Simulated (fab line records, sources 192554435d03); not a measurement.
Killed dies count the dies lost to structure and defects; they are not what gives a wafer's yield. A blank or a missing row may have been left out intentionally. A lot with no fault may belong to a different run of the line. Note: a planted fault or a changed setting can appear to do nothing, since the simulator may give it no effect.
fab line records	flow n5-finfet	part 1 of 2: steps 1 to 21 of 32
[record] lots = 5	wafers = 15	last-day = 18
route steps=1938 shown SD_EPI_P@298
lots untouched by any fault: they come from a run of this same line in which no faults occurred
start-h: start of the lot's first displayed wafer, in hours after the record's first day	wait-h: hours from the lot's prior step to this one	" the same as in the row above	L1.1+2: a single row standing in for several wafers	- no value present, or no start provided	* or withheld: withheld	< > ~ a bound
route shown NAME@n: NAME is a module with steps in the file, n the number in the route of the first one	usual: mean/standard deviation taken from wafers without a fault	same: alike in all rows	chamber/n: place in a boat	sites: the reading at each site	_std_site: standard deviation of those values	_edge_site: the outer-site mean with the inner-site mean subtracted	radius-mm: how far each site lies from the wafer's centre	mask NAME#n: copy n	behind: the most recent tool/chamber to have shaped the wafer	hold: why the lot was held/for how many hours/how that ended	device: whichever transistor did not switch (one of n, p or np)	end of line: the same wafers' tests at the end of the route	where a step has no rows: the recipe by itself	killed: count of dies lost to structure and defects at first sort (not the wafer's yield)	map: per-die view of a wafer (x killed, . not killed, _ where there is no die)
set.NAME: setting as actually run; set.NAME@STEP: the setting as run at that earlier step	model.NAME: the simulator's own value behind a step, which no gauge read
lots seen at some steps along the route; tables by step, rows by wafer
services: the hour from which a tool's chamber was out of use, counted from the record's first day as start-h (under 0 if before that day), plus the number of hours and why
[[steps]]
[step N5_SD_EPI_P_EBR_05]
[recipe] solvent = PGMEA	ebr-width-mm = 1.5
lot.wafer	tool	chamber	start-h	wait-h
L081.3+4+5	litho-track-01	0	-	-
L084.3+4+6	litho-track-02	0	-	-
L091.1+2+5	litho-track-02	0	-	-
L092.1+4+6	litho-track-05	0	-	-
L096.1+2+4	litho-track-02	0	-	-
[step N5_SD_EPI_P_SOFTBAKE_04]
[recipe] temp-c = 110	time-s = 60	resist = CAR-ArF-block
lot.wafer	tool	chamber	start-h	wait-h
L081.3+4+5	litho-track-01	0	-	-
L084.3+4+6	litho-track-02	0	-	-
L091.1+2+5	litho-track-02	0	-	-
L092.1+4+6	litho-track-05	0	-	-
L096.1+2+4	litho-track-02	0	-	-
[step N5_SD_EPI_P_EXPOSE_06]
[recipe] mask-id = SD_P_BLK	na = 1.35	source-shape = conventional	sigma-outer = 0.8	polarization = unpolarized	target-cd-nm = 240	dose-mj = 39.5
[same] na = 1.35
lot.wafer	tool	chamber	start-h	wait-h	mask
L081.3+4+5	arfi-scanner-01	0	101.56	-	SD_P_BLK#0
L084.3+4+6	arfi-scanner-01	0	116.61	-	SD_P_BLK#0
L091.1+2+5	arfi-scanner-02	0	155.98	-	SD_P_BLK#0
L092.1+4+6	arfi-scanner-03	0	162.32	-	SD_P_BLK#0
L096.1+2+4	arfi-scanner-01	0	186.81	-	SD_P_BLK#0
[step N5_SD_EPI_P_PEB_07]
[recipe] peb-temp-c = 110	peb-time-s = 60	resist = CAR-ArF-block
lot.wafer	tool	chamber	start-h	wait-h
L081.3+4+5	litho-track-01	0	101.61	0.0
L084.3+4+6	litho-track-05	0	116.66	0.0
L091.1+2+5	litho-track-01	0	156.04	0.1
L092.1+4+6	litho-track-01	0	162.38	0.1
L096.1+2+4	litho-track-02	0	186.87	0.1
[step N5_SD_EPI_P_DEVELOP_08]
[recipe] develop-time-s = 30	developer = TMAH	resist = CAR-ArF-block	dev-temp-c = 23	rinse-liquid = diw	dry = air-spin
lot.wafer	tool	chamber	start-h	wait-h
L081.3+4+5	litho-track-01	0	-	-
L084.3+4+6	litho-track-05	0	-	-
L091.1+2+5	litho-track-01	0	-	-
L092.1+4+6	litho-track-01	0	-	-
L096.1+2+4	litho-track-02	0	-	-
[step N5_SD_EPI_P_CD_MEAS_09]
[recipe] target-cd-nm = 240	landing-energy-ev = 500	detector = se-inlens
[usual] cd-nm = 240.2/0.86
lot.wafer	tool	chamber	start-h	wait-h	cd-nm
L081.3	cd-sem-03	0	101.67	-	239.7
L081.4	"	0	"	"	238.8
L081.5	"	0	"	"	239.5
L084.3	cd-sem-03	0	116.73	-	242.2
L084.4	"	0	"	"	240.6
L084.6	"	0	"	"	240.7
L091.1	cd-sem-01	0	156.11	-	240.2
L091.2	"	0	"	"	239.3
L091.5	"	0	"	"	239.3
L092.1	cd-sem-01	0	162.44	-	239.6
L092.4	"	0	"	"	239.0
L092.6	"	0	"	"	240.1
L096.1	cd-sem-03	0	186.94	-	239.6
L096.2	"	0	"	"	239.6
L096.4	"	0	"	"	238.6
[step N5_SD_EPI_P_OVL_MEAS_10]
[recipe] points-per-wafer = 44
[usual] SD_P_BLK_OVL = -1.0/0.64
[same] points-per-wafer = 44
lot.wafer	tool	chamber	start-h	wait-h	SD_P_BLK_OVL[nm]
L081.3	overlay-02	0	101.70	0.0	-1.1
L081.4	"	0	"	"	0.1
L081.5	"	0	"	"	-1.3
L084.3	overlay-02	0	116.75	0.0	-1.7
L084.4	"	0	"	"	-1.1
L084.6	"	0	"	"	-1.3
L091.1	overlay-02	0	156.14	0.0	-0.8
L091.2	"	0	"	"	-0.6
L091.5	"	0	"	"	-0.9
L092.1	overlay-02	0	162.48	0.0	-0.6
L092.4	"	0	"	"	-0.9
L092.6	"	0	"	"	-1.0
L096.1	overlay-02	0	186.97	0.0	-0.4
L096.2	"	0	"	"	-0.6
L096.4	"	0	"	"	0.0
[step N5_SD_EPI_P_INSPECT_11]
[recipe] mode = adi	inspect-instrument = macro
[usual] raw-defect-count = 1.8/1.3
lot.wafer	tool	chamber	start-h	wait-h	raw-defect-count
L081.3	defect-inspect-01	-	101.73	0.0	2
L081.4	"	-	"	"	2
L081.5	"	-	"	"	2
L084.3	defect-inspect-02	-	116.78	0.0	2
L084.4	"	-	"	"	1
L084.6	"	-	"	"	2
L091.1	defect-inspect-01	-	156.16	0.0	1
L091.2	"	-	"	"	2
L091.5	"	-	"	"	2
L092.1	defect-inspect-01	-	162.50	0.0	2
L092.4	"	-	"	"	1
L092.6	"	-	"	"	1
L096.1	defect-inspect-02	-	186.99	0.0	2
L096.2	"	-	"	"	3
L096.4	"	-	"	"	2
[step N5_SD_EPI_P_DESCUM_14]
[recipe] chemistry = O2	time-s = 7.9	source-power-w = 50	bias-power-w = 20	pressure-mtorr = 20	rf-frequency-hz = 2.712e+07	temp-c = 40	resist = CAR-ArF-block	o2-flow-sccm = 225
[usual] drypump-motor-current-A = 5.8/0.55	oes-product-au = 0.77/0.083	rf-vpp-V = 243.4/1.2	showerhead-plenum-p-Torr = 2.11/0.061	throttle-valve-pct = 20.42/0.24
lot.wafer	tool	chamber	start-h	wait-h	drypump-motor-current-A	oes-product-au	rf-hours-counter-h	rf-vpp-V	showerhead-plenum-p-Torr	throttle-valve-pct
L081.3	rie-diel-03	3	101.96	0.2	4.8	0.76	145	245.2	2.19	20.45
L081.4	"	1	"	"	5.4	0.76	149	244.5	2.10	20.88
L081.5	"	2	"	"	5.9	0.69	-	243.0	2.13	20.68
L084.3	rie-diel-02	0	116.81	0.0	5.2	0.71	209	243.9	2.12	20.14
L084.4	"	2	"	"	5.9	0.70	220	241.4	1.98	20.29
L084.6	"	1	"	"	6.3	0.87	-	244.3	2.15	20.12
L091.1	rie-diel-05	2	156.20	0.0	6.6	0.76	149	242.5	2.12	20.60
L091.2	"	0	"	"	6.6	0.76	146	241.8	2.03	20.19
L091.5	"	0	"	"	6.6	0.77	-	241.5	2.03	20.19
L092.1	rie-diel-02	0	162.57	0.1	5.2	0.70	223	243.9	2.12	20.15
L092.4	"	3	"	"	6.3	0.68	224	243.3	2.18	20.58
L092.6	"	1	"	"	6.3	0.83	-	243.8	2.14	20.14
L096.1	rie-diel-03	1	187.03	0.0	5.4	0.74	181	242.8	2.09	20.91
L096.2	"	3	"	"	4.8	0.73	177	246.2	2.18	20.51
L096.4	"	0	"	"	5.9	0.95	15	241.7	2.03	20.28
[step N5_SD_EPI_P_ETCH_36]
[recipe] chemistry = CF4	target = SiARC	target-depth-a = 455	mask-material = CAR-ArF-block	time-s = 75.8	ion-energy-ev = 80	pressure-mtorr = 40	source-w = 545	bias-w = 36	Ar_flow_sccm = 100	cf4-flow-sccm = 100	ends = cleared
[usual] drypump-motor-current-A = 5.8/0.55	etch-rf-on-time-s = 76.7/2.7	oes-product-au = 0.65/0.069	rf-vpp-V = 184.2/1.1	showerhead-plenum-p-Torr = 2.16/0.06	throttle-valve-pct = 15.63/0.23
lot.wafer	tool	chamber	start-h	wait-h	drypump-motor-current-A	etch-rf-on-time-s	oes-product-au	rf-hours-counter-h	rf-vpp-V	showerhead-plenum-p-Torr	throttle-valve-pct
L081.3	rie-diel-03	3	102.00	0.0	4.9	76.7	0.65	145	184.5	2.24	15.61
L081.4	"	1	"	"	5.3	70.9	0.67	149	184.7	2.15	15.92
L081.5	"	2	"	"	6.0	80.1	0.58	-	185.2	2.21	16.02
L084.3	rie-diel-02	0	116.85	0.0	5.2	77.9	0.60	209	185.5	2.21	15.71
L084.4	"	2	"	"	5.9	79.8	0.60	220	182.8	2.04	15.59
L084.6	"	1	"	"	6.3	75.3	0.73	-	184.6	2.19	15.25
L091.1	rie-diel-05	2	156.23	0.0	6.6	78.1	0.64	149	184.4	2.13	15.52
L091.2	"	0	"	"	6.6	78.2	0.64	146	181.6	2.07	15.34
L091.5	"	0	"	"	6.6	78.1	0.64	-	182.3	2.07	15.33
L092.1	rie-diel-02	0	162.61	0.0	5.2	78.1	0.60	223	185.3	2.20	15.71
L092.4	"	3	"	"	6.2	77.9	0.58	224	184.0	2.21	15.63
L092.6	"	1	"	"	6.3	75.5	0.72	-	184.0	2.18	15.26
L096.1	rie-diel-03	1	187.06	0.0	5.3	69.4	0.65	181	183.2	2.14	16.00
L096.2	"	3	"	"	4.9	77.4	0.62	177	185.0	2.23	15.68
L096.4	"	0	"	"	5.9	73.5	0.82	15	184.1	2.10	15.59
[step N5_SD_EPI_P_ETCH_37]
[recipe] chemistry = N2/H2	target = SOC	overetch-a = 1080	mask-material = SiARC	temp-c = 40	ion-energy-ev = 100	source-w = 3000	bias-w = 133	pressure-mtorr = 20	time-s = 486	n2-flow-sccm = 200	h2-flow-sccm = 200	ends = end-point
[usual] drypump-motor-current-A = 5.8/0.55	oes-product-au = 0.68/0.068	rf-vpp-V = 240.9/1.2	showerhead-plenum-p-Torr = 2.56/0.081	throttle-valve-pct = 23.78/0.29
lot.wafer	tool	chamber	start-h	wait-h	drypump-motor-current-A	oes-product-au	rf-hours-counter-h	rf-vpp-V	showerhead-plenum-p-Torr	throttle-valve-pct
L081.3	rie-diel-03	3	102.06	0.0	4.9	0.68	145	240.6	2.65	23.91
L081.4	"	1	"	"	5.3	0.67	149	240.4	2.52	24.01
L081.5	"	2	"	"	5.9	0.62	-	242.1	2.62	24.41
L084.3	rie-diel-02	0	116.90	0.0	5.2	0.64	210	241.4	2.60	23.28
L084.4	"	2	"	"	5.9	0.65	220	238.9	2.39	23.50
L084.6	"	1	"	"	6.3	0.75	-	240.3	2.61	23.66
L091.1	rie-diel-05	2	156.29	0.0	6.6	0.68	149	240.7	2.53	23.88
L091.2	"	0	"	"	6.6	0.69	146	240.8	2.45	23.62
L091.5	"	0	"	"	6.6	0.69	-	239.6	2.45	23.62
L092.1	rie-diel-02	0	162.66	0.0	5.2	0.64	223	242.1	2.60	23.31
L092.4	"	3	"	"	6.3	0.62	224	241.3	2.64	23.96
L092.6	"	1	"	"	6.3	0.74	-	240.0	2.60	23.65
L096.1	rie-diel-03	1	187.12	0.0	5.3	0.65	181	240.7	2.51	24.07
L096.2	"	3	"	"	4.9	0.65	177	241.0	2.64	23.94
L096.4	"	0	"	"	5.9	0.84	15	239.0	2.50	23.72
[step N5_SD_EPI_P_STRIP_38]
[recipe] chemistry = N2/H2	temp-c = 40	n2-flow-sccm = 200	h2-flow-sccm = 200	rf-frequency-hz = 6e+07
lot.wafer	tool	chamber	start-h	wait-h
L081.3+4+5	rie-diel-03	3,1,2	102.37	0.2
L084.3+4+6	rie-diel-02	0,2,1	117.22	0.2
L091.1+2+5	rie-diel-05	2,0,0	156.60	0.2
L092.1+4+6	rie-diel-02	0,3,1	162.98	0.2
L096.1+2+4	rie-diel-03	1,3,0	187.43	0.2
[step N5_SD_EPI_P_ETCHBACK_46]
[recipe] chemistry = CH3F/O2	mode = anisotropic-etchback	target = SiNx	target-depth-a = 175	stop-on = SiO2	over-etch-frac = 0.3	ion-energy-ev = 120	pressure-mtorr = 30	source-w = 395	bias-w = 73	Ar_flow_sccm = 150	CH3F_flow_sccm = 30	O2_flow_sccm = 20
[usual] drypump-motor-current-A = 5.8/0.55	oes-product-au = 0.65/0.064	rf-vpp-V = 300/3.9	showerhead-plenum-p-Torr = 2.03/0.058	throttle-valve-pct = 16.40/0.25
lot.wafer	tool	chamber	start-h	wait-h	drypump-motor-current-A	oes-product-au	rf-hours-counter-h	rf-vpp-V	showerhead-plenum-p-Torr	throttle-valve-pct
L081.3	rie-diel-03	3	102.38	0.0	4.8	0.64	145	304	2.12	16.52
L081.4	"	1	"	"	5.4	0.64	149	301	2.00	16.68
L081.5	"	2	"	"	6.0	0.60	-	299	2.07	16.80
L084.3	rie-diel-02	0	117.23	0.0	5.2	0.62	210	301	2.06	16.39
L084.4	"	2	"	"	5.9	0.62	220	292	1.92	16.40
L084.6	"	1	"	"	6.3	0.72	-	300	2.03	15.92
L091.1	rie-diel-05	2	156.61	0.0	6.6	0.65	149	298	2.00	16.28
L091.2	"	0	"	"	6.6	0.66	146	305	1.95	16.17
L091.5	"	0	"	"	6.6	0.65	-	303	1.95	16.14
L092.1	rie-diel-02	0	162.99	0.0	5.2	0.61	223	299	2.06	16.42
L092.4	"	3	"	"	6.2	0.59	224	301	2.06	16.35
L092.6	"	1	"	"	6.3	0.70	-	301	2.03	15.95
L096.1	rie-diel-03	1	187.44	0.0	5.4	0.62	181	300	1.99	16.71
L096.2	"	3	"	"	4.9	0.62	177	305	2.11	16.57
L096.4	"	0	"	"	5.9	0.81	16	296	1.96	16.37
[step N5_SD_EPI_P_ETCH_47]
[recipe] chemistry = CH3F/O2	target = SiOCN	target-depth-a = 250	mask-material = SOC	ion-energy-ev = 60	bias-w = 29	pressure-mtorr = 30	source-w = 410	Ar_flow_sccm = 150	CH3F_flow_sccm = 30	O2_flow_sccm = 20
[usual] drypump-motor-current-A = 5.8/0.55	oes-product-au = 0.76/0.081	rf-vpp-V = 128.7/1.8	showerhead-plenum-p-Torr = 2.03/0.058	throttle-valve-pct = 16.38/0.25
lot.wafer	tool	chamber	start-h	wait-h	drypump-motor-current-A	oes-product-au	rf-hours-counter-h	rf-vpp-V	showerhead-plenum-p-Torr	throttle-valve-pct
L081.3	rie-diel-03	3	102.48	0.1	4.8	0.76	145	131.2	2.12	16.50
L081.4	"	1	"	"	5.3	0.78	149	130.2	2.00	16.64
L081.5	"	2	"	"	6.0	0.67	-	126.6	2.08	16.78
L084.3	rie-diel-02	0	117.33	0.1	5.2	0.71	210	128.4	2.06	16.38
L084.4	"	2	"	"	5.9	0.70	220	126.0	1.92	16.38
L084.6	"	1	"	"	6.3	0.84	-	129.7	2.03	15.90
L091.1	rie-diel-05	2	156.71	0.1	6.6	0.75	149	127.6	2.00	16.27
L091.2	"	0	"	"	6.6	0.75	146	128.7	1.95	16.12
L091.5	"	0	"	"	6.6	0.75	-	130.3	1.95	16.11
L092.1	rie-diel-02	0	163.09	0.1	5.2	0.70	223	127.5	2.06	16.38
L092.4	"	3	"	"	6.2	0.68	224	128.2	2.06	16.33
L092.6	"	1	"	"	6.3	0.83	-	128.9	2.03	15.91
L096.1	rie-diel-03	1	187.54	0.1	5.4	0.75	181	127.9	1.99	16.70
L096.2	"	3	"	"	4.8	0.72	177	130.1	2.11	16.54
L096.4	"	0	"	"	6.0	0.96	16	128.1	1.96	16.36
[step N5_SD_EPI_P_ETCH_16]
[recipe] chemistry = CHF3/O2	target = SiO2	target-depth-a = 50	mask-material = SOC	pressure-mtorr = 30	source-w = 650	bias-w = 170	Ar_flow_sccm = 200	CHF3_flow_sccm = 50	O2_flow_sccm = 5	ion-energy-ev = 200
[usual] drypump-motor-current-A = 5.8/0.55	oes-product-au = 0.76/0.08	rf-vpp-V = 529/6.8	showerhead-plenum-p-Torr = 2.44/0.065	throttle-valve-pct = 18.95/0.25
lot.wafer	tool	chamber	start-h	wait-h	drypump-motor-current-A	oes-product-au	rf-hours-counter-h	rf-vpp-V	showerhead-plenum-p-Torr	throttle-valve-pct
L081.3	rie-diel-03	3	102.58	0.1	4.8	0.76	145	538	2.55	19.07
L081.4	"	1	"	"	5.3	0.78	149	530	2.42	19.28
L081.5	"	2	"	"	6.0	0.68	-	524	2.50	19.36
L084.3	rie-diel-02	0	117.43	0.1	5.2	0.72	210	529	2.48	18.89
L084.4	"	2	"	"	5.9	0.70	220	516	2.32	18.96
L084.6	"	1	"	"	6.3	0.86	-	532	2.46	18.50
L091.1	rie-diel-05	2	156.81	0.1	6.6	0.75	149	525	2.40	18.82
L091.2	"	0	"	"	6.6	0.76	146	534	2.35	18.71
L091.5	"	0	"	"	6.6	0.76	-	534	2.35	18.70
L092.1	rie-diel-02	0	163.19	0.1	5.2	0.70	223	530	2.47	18.91
L092.4	"	3	"	"	6.2	0.68	224	529	2.48	18.88
L092.6	"	1	"	"	6.3	0.82	-	533	2.45	18.54
L096.1	rie-diel-03	1	187.64	0.1	5.3	0.76	181	529	2.41	19.34
L096.2	"	3	"	"	4.8	0.73	177	536	2.53	19.12
L096.4	"	0	"	"	5.9	0.96	16	525	2.37	19.02
[step N5_SD_EPI_P_STRIP_50]
[recipe] chemistry = CHF3/O2	resist = SiARC	rf-frequency-hz = 6e+07
lot.wafer	tool	chamber	start-h	wait-h
L081.3+4+5	rie-diel-03	3,1,2	102.62	0.0
L084.3+4+6	rie-diel-02	0,2,1	117.47	0.0
L091.1+2+5	rie-diel-05	2,0,0	156.85	0.0
L092.1+4+6	rie-diel-02	0,3,1	163.23	0.0
L096.1+2+4	rie-diel-03	1,3,0	187.68	0.0
[step N5_SD_EPI_P_SD_RECESS_17]
[recipe] chemistry = HBr/Cl2/O2	target-depth-a = 391	bt-time-s = 3	pressure-mtorr = 10	icp-w = 800	bias-w = 112	HBr_flow_sccm = 150	Cl2_flow_sccm = 80	O2_flow_sccm = 12
[usual] drypump-motor-current-A = 5.6/0.33	oes-product-au = 0.997/0.018	throttle-valve-pct = 37.1/0.66
lot.wafer	tool	chamber	start-h	wait-h	drypump-motor-current-A	oes-product-au	rf-hours-counter-h	throttle-valve-pct
L081.3	rie-si-06	2	102.65	0.0	5.6	0.989	3	36.9
L081.4	"	0	"	"	5.8	1.002	39	36.7
L081.5	"	0	"	"	5.8	1.010	-	36.7
L084.3	rie-si-04	3	117.50	0.0	5.5	1.001	5	36.2
L084.4	"	1	"	"	5.8	0.967	9	36.7
L084.6	"	3	"	"	5.5	0.996	-	36.2
L091.1	rie-si-05	3	156.88	0.0	5.1	1.016	9	36.8
L091.2	"	1	"	"	5.7	1.022	93	37.6
L091.5	"	2	"	"	5.8	0.990	-	38.1
L092.1	rie-si-04	2	163.26	0.0	5.0	0.997	27	37.5
L092.4	"	3	"	"	5.4	1.000	6	36.2
L092.6	"	3	"	"	5.4	0.995	-	36.2
L096.1	rie-si-05	1	187.71	0.0	5.7	1.024	94	37.5
L096.2	"	2	"	"	5.9	0.989	109	38.1
L096.4	"	3	"	"	5.1	1.008	9	36.8
[step N5_SD_EPI_P_WET_ETCH_45]
[recipe] chemistry = dHF	dilution = withheld	time-s = 10.7	target = SiO2	target-depth-a = 20	temp-c = 25	dry = ipa-marangoni	rinse-time-s = 30	rinse-temp-c = 23
lot.wafer	tool	chamber	start-h	wait-h
L081.3+4+5	wet-bench-04	4,2,6	102.75	0.1
L084.3+4+6	wet-bench-01	2,6,1	117.59	0.1
L091.1+2+5	wet-bench-06	2,1,6	156.98	0.1
L092.1+4+6	wet-bench-06	6,7,3	163.35	0.1
L096.1+2+4	wet-bench-01	7,0,1	187.81	0.1
[step N5_SD_EPI_P_STRIP_40]
[recipe] chemistry = N2/H2	power-w = 1000	temp-c = 250	h2-frac = 0.65	overash-fraction = 0.3	pressure-mtorr = withheld	n2-flow-sccm = 1750	h2-flow-sccm = 3250
[usual] drypump-motor-current-A = 5.4/0.35	heater-power-w = 337/40	oes-product-au = 0.763/0.011
lot.wafer	tool	chamber	start-h	wait-h	drypump-motor-current-A	heater-power-w	oes-product-au	rf-hours-counter-h
L081.3	plasma-asher-01	0	102.82	0.0	5.7	384	0.773	-
L081.4	"	1	"	"	5.5	369	0.770	-
L081.5	"	1	"	"	5.4	357	0.751	-
L084.3	plasma-asher-01	1	117.80	0.2	5.4	365	0.763	-
L084.4	"	0	"	"	5.6	392	0.770	-
L084.6	"	1	"	"	5.4	359	0.752	-
L091.1	plasma-asher-01	0	157.03	0.0	5.7	387	0.764	51
L091.2	"	1	"	"	5.5	363	0.778	51
L091.5	"	0	"	"	5.6	399	0.780	-
L092.1	plasma-asher-02	1	163.40	0.0	4.9	285	0.759	106
L092.4	"	0	"	"	5.8	302	0.777	-
L092.6	"	1	"	"	4.9	299	0.756	-
L096.1	plasma-asher-02	1	187.86	0.0	4.9	309	0.772	110
L096.2	"	0	"	"	5.8	303	0.777	110
L096.4	"	1	"	"	4.9	284	0.747	-
[step N5_SD_EPI_P_PRECLEAN_52]
[recipe] chemistry = O3/DIW	time-s = 60	temp-c = 22	o3-ppm = 10
[usual] bath-heat-duty-pct = 2.3/0.43
lot.wafer	tool	chamber	start-h	wait-h	bath-heat-duty-pct
L081.3	wet-bench-06	5	102.88	-	2.3
L081.4	"	2	"	"	2.8
L081.5	"	1	"	"	2.3
L084.3	wet-bench-01	5	117.87	-	1.9
L084.4	"	1	"	"	2.4
L084.6	"	3	"	"	2.4
L091.1	wet-bench-01	4	157.11	-	2.3
L091.2	"	3	"	"	2.1
L091.5	"	2	"	"	2.8
L092.1	wet-bench-06	3	163.49	-	2.9
L092.4	"	6	"	"	2.2
L092.6	"	1	"	"	2.3
L096.1	wet-bench-06	2	187.94	-	1.9
L096.2	"	3	"	"	3.0
L096.4	"	5	"	"	2.5
[step N5_SD_EPI_P_SRD_20]
[recipe] dry = ipa-marangoni	do-ppb = 5	time-s = 30	temp-c = 23	rinse-liquid = diw
[usual] bath-heat-duty-pct = 3.6/0.53
lot.wafer	tool	chamber	start-h	wait-h	bath-heat-duty-pct
L081.3	wet-bench-06	5	102.90	0.0	3.8
L081.4	"	2	"	"	4.1
L081.5	"	1	"	"	3.7
L084.3	wet-bench-01	5	117.89	0.0	2.7
L084.4	"	1	"	"	3.7
L084.6	"	3	"	"	3.7
L091.1	wet-bench-01	4	157.13	0.0	4.5
L091.2	"	3	"	"	2.7
L091.5	"	2	"	"	4.4
L092.1	wet-bench-06	3	163.51	0.0	4.2
L092.4	"	6	"	"	3.5
L092.6	"	1	"	"	3.4
L096.1	wet-bench-06	2	187.96	0.0	4.0
L096.2	"	3	"	"	4.5
L096.4	"	5	"	"	3.5
